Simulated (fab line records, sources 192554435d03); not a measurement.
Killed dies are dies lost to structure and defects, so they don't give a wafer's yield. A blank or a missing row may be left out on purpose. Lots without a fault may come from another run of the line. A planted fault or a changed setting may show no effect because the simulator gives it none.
Which tool did it? | flow n5_finfet | 11 lots, 29 wafers sampled, at 2 steps of a route of 1938

WHAT THE GAUGES READ, wafer by wafer
N5_BEOL_M8_CD_MEAS_18: pitch 80 nm, target cd 40 nm.
lot  | measured     | on        | cd_nm (nm)
L792 | day 9 11:10  | cd_sem-02 | 40.0 41.4 39.2
L801 | day 11 14:37 | cd_sem-02 | 40.5 40.5 39.9
L804 | day 12 12:31 | cd_sem-03 | 40.3 39.8
L805 | day 12 22:53 | cd_sem-02 | 40.1 40.1
L807 | day 13 07:55 | cd_sem-03 | 40.2 40.4 40.1
L808 | day 13 08:17 | cd_sem-03 | 41.5 41.5
L810 | day 13 19:00 | cd_sem-01 | 39.8 40.5 40.4
L809 | day 13 23:40 | cd_sem-03 | 39.7 39.7
L812 | day 14 02:38 | cd_sem-01 | 38.3 39.7 40.3
L813 | day 14 18:59 | cd_sem-03 | 40.4 41.4 40.4
L814 | day 15 06:30 | cd_sem-02 | 40.4 40.0 40.4

WHICH TOOL RAN EACH LOT (tool, then ch and the chambers of the sampled wafers, then the start)
lot  | N5_BEOL_M8_STRIP_19
L792 | rie_diel-01 ch 0,1,3, day 9 11:05
L801 | rie_diel-04 ch 0,1,3, day 11 14:32
L804 | rie_diel-04 ch 2,3, day 12 12:27
L805 | rie_diel-01 ch 0, day 12 22:49
L807 | rie_diel-04 ch 1,2, day 13 07:51
L808 | rie_diel-04 ch 0,3, day 13 08:13
L810 | rie_diel-05 ch 0,1,3, day 13 18:56
L809 | rie_diel-01 ch 0,3, day 13 23:36
L812 | rie_diel-04 ch 0,2,3, day 14 02:34
L813 | rie_diel-04 ch 2,3, day 14 18:55
L814 | rie_diel-05 ch 0,2,3, day 15 06:26
- N5_BEOL_M8_STRIP_19: strips in O2.

WHAT THE TOOLS THEMSELVES READ (means of the sampled wafers that have a number; where no wafer has one, the mark that the record gives instead)
N5_BEOL_M8_STRIP_19.
lot  | tool        | drypump_motor_current_A (A) | oes_product_au (a.u.) | rf_vpp_V (V) | showerhead_plenum_p_Torr (Torr) | throttle_valve_pct (%)
L792 | rie_diel-01 | 6.0                         | 0.74                  | 4.4          | 2.09                            | 16.95
L801 | rie_diel-04 | 5.8                         | 0.82                  | 3.8          | 2.06                            | 16.59
L804 | rie_diel-04 | 5.7                         | 0.87                  | 4.1          | 2.05                            | 16.48
L805 | rie_diel-01 | 6.3                         | 0.74                  | 3.8          | 2.10                            | 16.81
L807 | rie_diel-04 | 5.4                         | 0.84                  | 3.7          | 2.11                            | 16.72
L808 | rie_diel-04 | 6.0                         | 0.80                  | 3.0          | 2.02                            | 16.55
L810 | rie_diel-05 | 5.3                         | 0.82                  | 3.4          | 2.03                            | 16.65
L809 | rie_diel-01 | 6.2                         | 0.73                  | 3.5          | 2.09                            | 16.77
L812 | rie_diel-04 | 5.8                         | 0.82                  | 3.4          | 2.03                            | 16.56
L813 | rie_diel-04 | 5.6                         | 0.84                  | 3.6          | 2.05                            | 16.54
L814 | rie_diel-05 | 5.6                         | 0.78                  | 3.6          | 2.03                            | 16.76

THE ANSWER, worked out from the rows above alone
Rule: what is usual is taken from the lots themselves. Put in order of their means at a reading, lots are off if they are a third of the lots or fewer, leave a main group of 4 or more, and stand apart from it by a gap of 3 or more times the standard deviation of the main group's means; of several such gaps the widest counts. A main group whose means are all the same, to the digits that the tables above print for the reading, isn't used. A lot without any number at a reading at which 4 lots or more have one is off too. The other lots that the step has rows for count as sound. The gauges are gone through in route order, then the tools' own readings, and for those a lot's mean is taken as printed above. The first step at which some lot is off is used, and at that step the reading that is off furthest; a lot without a number counts as furthest.
No lot is off at any reading shown: from this, nothing can be told.

WHAT THE SIMULATOR HAD PUT IN
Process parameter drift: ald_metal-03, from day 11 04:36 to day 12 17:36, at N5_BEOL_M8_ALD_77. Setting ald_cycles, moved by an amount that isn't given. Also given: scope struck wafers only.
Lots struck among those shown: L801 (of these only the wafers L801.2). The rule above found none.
